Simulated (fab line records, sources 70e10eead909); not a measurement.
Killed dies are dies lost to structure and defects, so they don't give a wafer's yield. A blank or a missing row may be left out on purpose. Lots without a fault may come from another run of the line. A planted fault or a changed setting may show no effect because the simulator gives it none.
Which tool did it? | flow nand_harc | 24 lots, 72 wafers sampled, at 6 steps of a route of 1159

WHAT THE GAUGES READ, wafer by wafer
The record holds no reading of a measuring or inspecting step that can be judged against a usual standard deviation.

WHICH TOOL RAN EACH LOT (tool, then ch and the chambers of the sampled wafers, then the start)
lot  | NHARC_P_M2_CMP_23             | NHARC_P_M2_PRE_CLEAN_32         | NHARC_P_BONDPAD_PVD_27                  | NHARC_A_CHANNEL_HOLE_D1_ETCH_39               | NHARC_A_CHANNEL_FILL_D1_ALD_14   | NHARC_A_CHANNEL_FILL_D1_ALD_16
L075 | cmp-04 ch 0,2, day 6 10:06    | pecvd-03 ch 0,1, day 6 10:39    | pvd_sputter-01, day 9 07:56 or earlier  | rie_diel-08 ch 0,2, day 9 07:56 or earlier    | ald_hk-01 ch 0,3, day 9 07:56    | ald_hk-01 ch 2,3, day 9 13:07
L074 | cmp-03 ch 1,2,3, day 6 10:40  | pecvd-03 ch 1,2, day 6 11:13    | pvd_sputter-03, day 9 08:07 or earlier  | rie_diel-08 ch 0,2,3, day 9 08:07 or earlier  | ald_hk-01 ch 0,2,3, day 9 08:07  | ald_hk-02 ch 0,2,3, day 9 13:05
L077 | cmp-01 ch 0,1,2, day 6 23:18  | pecvd-02 ch 0,1,2, day 6 23:47  | pvd_sputter-03, day 9 11:32 or earlier  | rie_diel-10 ch 2,3, day 9 11:32 or earlier    | ald_hk-01 ch 0,3, day 9 11:32    | ald_hk-04 ch 0,1, day 9 16:43
L078 | cmp-04 ch 1,2,3, day 7 04:11  | pecvd-04 ch 0,1, day 7 04:50    | pvd_sputter-03, day 9 15:21 or earlier  | rie_diel-10 ch 1,2, day 9 15:21 or earlier    | ald_hk-04 ch 0,1, day 9 15:21    | ald_hk-04 ch 0,2, day 9 20:32
L076 | cmp-01 ch 1,2,3, day 7 07:50  | pecvd-04 ch 0,1,2, day 7 08:23  | pvd_sputter-01, day 9 18:10 or earlier  | rie_diel-10 ch 0,2,3, day 9 18:10 or earlier  | ald_hk-01 ch 0,2,3, day 9 18:10  | ald_hk-04 ch 0,2,3, day 9 23:18
L080 | cmp-01 ch 0,1,2, day 7 10:49  | pecvd-03 ch 1,2, day 7 11:35    | pvd_sputter-03, day 9 18:10 or earlier  | rie_diel-08 ch 0,1,3, day 9 18:10 or earlier  | ald_hk-04 ch 0,1,2, day 9 18:10  | ald_hk-02 ch 0,1, day 9 23:17
L079 | cmp-01 ch 0,1,2, day 7 11:41  | pecvd-04 ch 1,2, day 7 12:10    | pvd_sputter-03, day 9 22:29 or earlier  | rie_diel-10 ch 0,1,3, day 9 22:29 or earlier  | ald_hk-01 ch 1,2, day 9 22:29    | ald_hk-01 ch 1,3, day 10 04:29
L081 | cmp-03 ch 0,1,2, day 8 04:40  | pecvd-03 ch 0,2, day 8 05:10    | pvd_sputter-03, day 10 14:02 or earlier | rie_diel-08 ch 1,2, day 10 14:02 or earlier   | ald_hk-01 ch 0,2,3, day 10 14:02 | ald_hk-04 ch 0,2,3, day 10 21:08
L082 | cmp-03 ch 0,1, day 8 05:31    | pecvd-02 ch 0,2, day 8 06:05    | pvd_sputter-02, day 10 20:41 or earlier | rie_diel-10 ch 0,3, day 10 20:41 or earlier   | ald_hk-04 ch 1,2,3, day 10 20:41 | ald_hk-01 ch 0,1,2, day 11 03:37
L083 | cmp-03 ch 1,2,3, day 8 06:07  | pecvd-04 ch 0,1,2, day 8 06:40  | pvd_sputter-01, day 10 14:14 or earlier | rie_diel-01 ch 1,2,3, day 10 14:14 or earlier | ald_hk-01 ch 1,2,3, day 10 14:14 | ald_hk-04 ch 0,1,2, day 10 21:28
L085 | cmp-03 ch 0,1,3, day 8 19:54  | pecvd-03 ch 0,1,2, day 8 20:26  | pvd_sputter-03, day 11 11:05 or earlier | rie_diel-08 ch 2,3, day 11 11:05 or earlier   | ald_hk-02 ch 0,1, day 11 11:05   | ald_hk-01 ch 0,1, day 11 16:16
L084 | cmp-03 ch 0,3, day 8 20:26    | pecvd-04 ch 0,1,2, day 8 20:59  | pvd_sputter-01, day 11 11:10 or earlier | rie_diel-10 ch 0,2,3, day 11 11:10 or earlier | ald_hk-01 ch 0,1,2, day 11 11:10 | ald_hk-02 ch 0,2, day 11 16:16
L087 | cmp-03 ch 0,1,3, day 9 13:34  | pecvd-03 ch 0,1, day 9 14:03    | pvd_sputter-01, day 12 00:35 or earlier | rie_diel-01 ch 0,1,2, day 12 00:35 or earlier | ald_hk-04 ch 0,1,2, day 12 00:35 | ald_hk-04 ch 0,1, day 12 06:36
L086 | cmp-03 ch 1,2, day 9 14:26    | pecvd-03 ch 0,1, day 9 15:01    | pvd_sputter-02, day 12 00:51 or earlier | rie_diel-01 ch 1,2,3, day 12 00:51 or earlier | ald_hk-04 ch 1,2,3, day 12 00:51 | ald_hk-04 ch 0,1,2, day 12 06:28
L088 | cmp-01 ch 1,2,3, day 10 08:35 | pecvd-04 ch 1,2, day 10 09:07   | pvd_sputter-01, day 13 03:05 or earlier | rie_diel-08 ch 0,1,2, day 13 03:05 or earlier | ald_hk-04 ch 1,2,3, day 13 03:05 | ald_hk-02 ch 0,2,3, day 13 08:31
L089 | cmp-01 ch 1,2, day 10 09:08   | pecvd-03 ch 1,2, day 10 09:41   | pvd_sputter-03, day 12 23:16 or earlier | rie_diel-10 ch 0,3, day 12 23:16 or earlier   | ald_hk-04 ch 2,3, day 12 23:16   | ald_hk-01 ch 0,1,3, day 13 04:26
L090 | cmp-01 ch 0,2, day 10 09:39   | pecvd-04 ch 1,2, day 10 10:10   | pvd_sputter-02, day 12 23:08 or earlier | rie_diel-01 ch 2,3, day 12 23:08 or earlier   | ald_hk-04 ch 0,1,2, day 12 23:08 | ald_hk-01 ch 0,3, day 13 04:13
L091 | cmp-04 ch 0,1,3, day 10 16:01 | pecvd-02 ch 1,2, day 10 16:32   | pvd_sputter-01, day 13 08:20 or earlier | rie_diel-01 ch 1,3, day 13 08:20 or earlier   | ald_hk-02 ch 0,1, day 13 08:20   | ald_hk-04 ch 0,1, day 13 13:25
L093 | cmp-01 ch 0,1, day 10 16:19   | pecvd-04 ch 0,1, day 10 16:52   | pvd_sputter-02, day 13 08:11 or earlier | rie_diel-08 ch 0,2, day 13 08:11 or earlier   | ald_hk-02 ch 0,2,3, day 13 08:11 | ald_hk-04 ch 0,1,2, day 13 13:18
L092 | cmp-01 ch 1,2, day 10 16:41   | pecvd-03 ch 1,2, day 10 17:16   | pvd_sputter-02, day 13 12:03 or earlier | rie_diel-01 ch 1,2,3, day 13 12:03 or earlier | ald_hk-04 ch 0,1, day 13 12:03   | ald_hk-04 ch 0,3, day 13 17:10
L094 | cmp-03 ch 0,1,3, day 11 07:23 | pecvd-02 ch 1,2, day 11 07:56   | pvd_sputter-02, day 13 20:59 or earlier | rie_diel-08 ch 0,2,3, day 13 20:59 or earlier | ald_hk-02 ch 0,2,3, day 13 20:59 | ald_hk-04 ch 0,2,3, day 14 02:13
L095 | cmp-03 ch 0,1,3, day 11 10:16 | pecvd-02 ch 0,2, day 11 10:48   | pvd_sputter-02, day 13 21:01 or earlier | rie_diel-01 ch 0,2, day 13 21:01 or earlier   | ald_hk-01 ch 0,2, day 13 21:01   | ald_hk-01 ch 2,3, day 14 02:08
L096 | cmp-03 ch 0,1,2, day 11 17:58 | pecvd-03 ch 0,1, day 11 18:36   | pvd_sputter-03, day 14 04:50 or earlier | rie_diel-01 ch 1,2, day 14 04:50 or earlier   | ald_hk-04 ch 0,2, day 14 04:50   | ald_hk-02 ch 1,2,3, day 14 10:14
L097 | cmp-04 ch 0,1,3, day 12 02:35 | pecvd-02 ch 0,1,2, day 12 03:05 | pvd_sputter-01, day 14 21:41 or earlier | rie_diel-01 ch 1,2, day 14 21:41 or earlier   | ald_hk-01 ch 2,3, day 14 21:41   | ald_hk-01 ch 1,2, day 15 02:49
- NHARC_P_M2_CMP_23: polishes, t overpolish 20 s, target thk 144.3 nm.
- NHARC_P_M2_PRE_CLEAN_32: time 12 s.
- NHARC_P_BONDPAD_PVD_27: deposits Cu, target thk 30 nm, time 20.49 s.
- NHARC_A_CHANNEL_HOLE_D1_ETCH_39: etches the open film in N2/H2, target depth 260 nm, time 325 s.
- NHARC_A_CHANNEL_FILL_D1_ALD_14: deposits SiO2, target thk 2.5 nm, pulse time 10 s, ald cycles 25.
- NHARC_A_CHANNEL_FILL_D1_ALD_16: deposits SiO2, target thk 1.5 nm, pulse time 10 s, ald cycles 15.

WHAT THE TOOLS THEMSELVES READ (means of the sampled wafers that have a number; where no wafer has one, the mark that the record gives instead)
NHARC_P_M2_CMP_23.
lot  | tool   | motor_current_A (A) | time_to_endpoint_s (s)
L075 | cmp-04 | 14.0                | 26.3
L074 | cmp-03 | 12.9                | 28.8
L077 | cmp-01 | 12.5                | 27.5
L078 | cmp-04 | 12.6                | 26.8
L076 | cmp-01 | 13.1                | 29.1
L080 | cmp-01 | 12.5                | 28.5
L079 | cmp-01 | 12.2                | 27.6
L081 | cmp-03 | 12.2                | 31.4
L082 | cmp-03 | 11.6                | 27.7
L083 | cmp-03 | 12.9                | 29.3
L085 | cmp-03 | 12.2                | 27.4
L084 | cmp-03 | 11.8                | 30.5
L087 | cmp-03 | 12.5                | 28.6
L086 | cmp-03 | 12.3                | 29.0
L088 | cmp-01 | 13.3                | 30.2
L089 | cmp-01 | 13.3                | 30.5
L090 | cmp-01 | 12.3                | 28.1
L091 | cmp-04 | 12.6                | 28.4
L093 | cmp-01 | 12.5                | 30.3
L092 | cmp-01 | 12.9                | 28.6
L094 | cmp-03 | 12.3                | 27.6
L095 | cmp-03 | 12.4                | 30.9
L096 | cmp-03 | 12.3                | 28.2
L097 | cmp-04 | 12.5                | 28.2

NHARC_P_M2_PRE_CLEAN_32.
lot  | tool     | heater_power_w (W)
L075 | pecvd-03 | 626
L074 | pecvd-03 | 760
L077 | pecvd-02 | 584
L078 | pecvd-04 | 633
L076 | pecvd-04 | 628
L080 | pecvd-03 | 808
L079 | pecvd-04 | 641
L081 | pecvd-03 | 723
L082 | pecvd-02 | 559
L083 | pecvd-04 | 596
L085 | pecvd-03 | 691
L084 | pecvd-04 | 566
L087 | pecvd-03 | 675
L086 | pecvd-03 | 692
L088 | pecvd-04 | 604
L089 | pecvd-03 | 749
L090 | pecvd-04 | 582
L091 | pecvd-02 | 602
L093 | pecvd-04 | 570
L092 | pecvd-03 | 812
L094 | pecvd-02 | 574
L095 | pecvd-02 | 540
L096 | pecvd-03 | 693
L097 | pecvd-02 | 579

NHARC_P_BONDPAD_PVD_27.
lot  | tool           | throttle_valve_pct (%)
L075 | pvd_sputter-01 | 27.4
L074 | pvd_sputter-03 | 30.8
L077 | pvd_sputter-03 | 32.5
L078 | pvd_sputter-03 | 31.4
L076 | pvd_sputter-01 | 29.8
L080 | pvd_sputter-03 | 30.9
L079 | pvd_sputter-03 | 29.5
L081 | pvd_sputter-03 | 29.6
L082 | pvd_sputter-02 | 30.8
L083 | pvd_sputter-01 | 28.7
L085 | pvd_sputter-03 | 29.9
L084 | pvd_sputter-01 | 29.4
L087 | pvd_sputter-01 | 29.2
L086 | pvd_sputter-02 | 30.4
L088 | pvd_sputter-01 | 30.0
L089 | pvd_sputter-03 | 29.6
L090 | pvd_sputter-02 | 30.7
L091 | pvd_sputter-01 | 28.1
L093 | pvd_sputter-02 | 30.5
L092 | pvd_sputter-02 | 30.5
L094 | pvd_sputter-02 | 30.5
L095 | pvd_sputter-02 | 30.9
L096 | pvd_sputter-03 | 30.5
L097 | pvd_sputter-01 | 29.7

NHARC_A_CHANNEL_HOLE_D1_ETCH_39.
lot  | tool        | drypump_motor_current_A (A) | h2_flow_sccm (sccm) | oes_product_au (a.u.) | rf_vpp_V (V) | showerhead_plenum_p_Torr (Torr) | throttle_valve_pct (%)
L075 | rie_diel-08 | 5.9                         | 150.0               | 1.005                 | 431.6        | 2.07                            | 14.165
L074 | rie_diel-08 | 6.1                         | 149.9               | 0.990                 | 430.0        | 2.04                            | 14.171
L077 | rie_diel-10 | 6.0                         | 149.8               | 1.003                 | 430.6        | 2.05                            | 14.171
L078 | rie_diel-10 | 5.4                         | 149.6               | 1.004                 | 432.7        | 2.14                            | 14.169
L076 | rie_diel-10 | 5.8                         | 149.8               | 1.005                 | 430.2        | 2.04                            | 14.179
L080 | rie_diel-08 | 5.9                         | 150.3               | 1.007                 | 431.2        | 2.06                            | 14.177
L079 | rie_diel-10 | 5.6                         | 150.2               | 1.003                 | 432.0        | 2.08                            | 14.158
L081 | rie_diel-08 | 5.9                         | 150.6               | 1.013                 | 427.1        | 1.92                            | 14.177
L082 | rie_diel-10 | 5.7                         | 150.2               | 1.005                 | 430.3        | 2.03                            | 14.163
L083 | rie_diel-01 | 5.9                         | 149.7               | 0.993                 | 430.1        | 1.99                            | 14.170
L085 | rie_diel-08 | 6.3                         | 150.2               | 0.994                 | 429.7        | 2.02                            | 14.182
L084 | rie_diel-10 | 5.9                         | 149.8               | 1.002                 | 430.8        | 2.04                            | 14.172
L087 | rie_diel-01 | 5.8                         | 149.9               | 0.997                 | 429.9        | 2.02                            | 14.165
L086 | rie_diel-01 | 5.9                         | 149.8               | 0.992                 | 428.7        | 1.99                            | 14.176
L088 | rie_diel-08 | 5.8                         | 149.9               | 1.007                 | 429.0        | 2.00                            | 14.170
L089 | rie_diel-10 | 6.0                         | 149.9               | 1.002                 | 430.6        | 2.03                            | 14.161
L090 | rie_diel-01 | 5.9                         | 150.1               | 1.003                 | 429.5        | 2.00                            | 14.178
L091 | rie_diel-01 | 5.5                         | 150.4               | 0.991                 | 428.9        | 1.96                            | 14.181
L093 | rie_diel-08 | 5.9                         | 150.1               | 1.013                 | 430.9        | 2.06                            | 14.182
L092 | rie_diel-01 | 5.9                         | 150.2               | 0.994                 | 429.5        | 1.99                            | 14.181
L094 | rie_diel-08 | 6.1                         | 150.0               | 1.008                 | 430.5        | 2.04                            | 14.180
L095 | rie_diel-01 | 5.6                         | 150.3               | 1.008                 | 431.6        | 2.07                            | 14.172
L096 | rie_diel-01 | 6.3                         | 150.3               | 0.992                 | 430.1        | 2.01                            | 14.172
L097 | rie_diel-01 | 5.9                         | 149.5               | 0.985                 | 429.2        | 1.98                            | 14.176

NHARC_A_CHANNEL_FILL_D1_ALD_14.
lot  | tool      | heater_power_w (W) | precursor_pulse_height_rel
L075 | ald_hk-01 | 496                | 1.001
L074 | ald_hk-01 | 461                | 1.009
L077 | ald_hk-01 | 440                | 0.998
L078 | ald_hk-04 | 487                | 1.011
L076 | ald_hk-01 | 460                | 0.989
L080 | ald_hk-04 | 482                | 1.002
L079 | ald_hk-01 | 466                | 0.998
L081 | ald_hk-01 | 467                | 0.979
L082 | ald_hk-04 | 475                | 1.022
L083 | ald_hk-01 | 515                | 0.998
L085 | ald_hk-02 | 465                | 1.018
L084 | ald_hk-01 | 446                | 0.989
L087 | ald_hk-04 | 477                | 1.013
L086 | ald_hk-04 | 474                | 1.004
L088 | ald_hk-04 | 475                | 1.015
L089 | ald_hk-04 | 481                | 0.996
L090 | ald_hk-04 | 478                | 1.007
L091 | ald_hk-02 | 532                | 0.993
L093 | ald_hk-02 | 511                | 1.014
L092 | ald_hk-04 | 478                | 0.984
L094 | ald_hk-02 | 512                | 1.008
L095 | ald_hk-01 | 407                | 0.990
L096 | ald_hk-04 | 490                | 0.980
L097 | ald_hk-01 | 544                | 0.985

NHARC_A_CHANNEL_FILL_D1_ALD_16.
lot  | tool      | heater_power_w (W) | precursor_pulse_height_rel
L075 | ald_hk-01 | 485                | 1.009
L074 | ald_hk-02 | 506                | 0.986
L077 | ald_hk-04 | 478                | 0.993
L078 | ald_hk-04 | 477                | 1.012
L076 | ald_hk-04 | 474                | 1.001
L080 | ald_hk-02 | 475                | 0.986
L079 | ald_hk-01 | 539                | 0.992
L081 | ald_hk-04 | 476                | 1.011
L082 | ald_hk-01 | 455                | 0.997
L083 | ald_hk-04 | 485                | 0.998
L085 | ald_hk-01 | 475                | 1.019
L084 | ald_hk-02 | 548                | 1.001
L087 | ald_hk-04 | 476                | 0.985
L086 | ald_hk-04 | 480                | 0.994
L088 | ald_hk-02 | 522                | 1.004
L089 | ald_hk-01 | 497                | 1.011
L090 | ald_hk-01 | 449                | 1.006
L091 | ald_hk-04 | 474                | 1.008
L093 | ald_hk-04 | 490                | 0.981
L092 | ald_hk-04 | 481                | 0.994
L094 | ald_hk-04 | 477                | 0.993
L095 | ald_hk-01 | 494                | 0.997
L096 | ald_hk-02 | 449                | 0.984
L097 | ald_hk-01 | 497                | 1.005

THE ANSWER, worked out from the rows above alone
Rule: what is usual is taken from the lots themselves. Put in order of their means at a reading, lots are off if they are a third of the lots or fewer, leave a main group of 4 or more, and stand apart from it by a gap of 3 or more times the standard deviation of the main group's means; of several such gaps the widest counts. A main group whose means are all the same, to the digits that the tables above print for the reading, isn't used. A lot without any number at a reading at which 4 lots or more have one is off too. The other lots that the step has rows for count as sound. The gauges are gone through in route order, then the tools' own readings, and for those a lot's mean is taken as printed above. The first step at which some lot is off is used, and at that step the reading that is off furthest; a lot without a number counts as furthest.
No lot is off at any reading shown: from this, nothing can be told.

WHAT THE SIMULATOR HAD PUT IN
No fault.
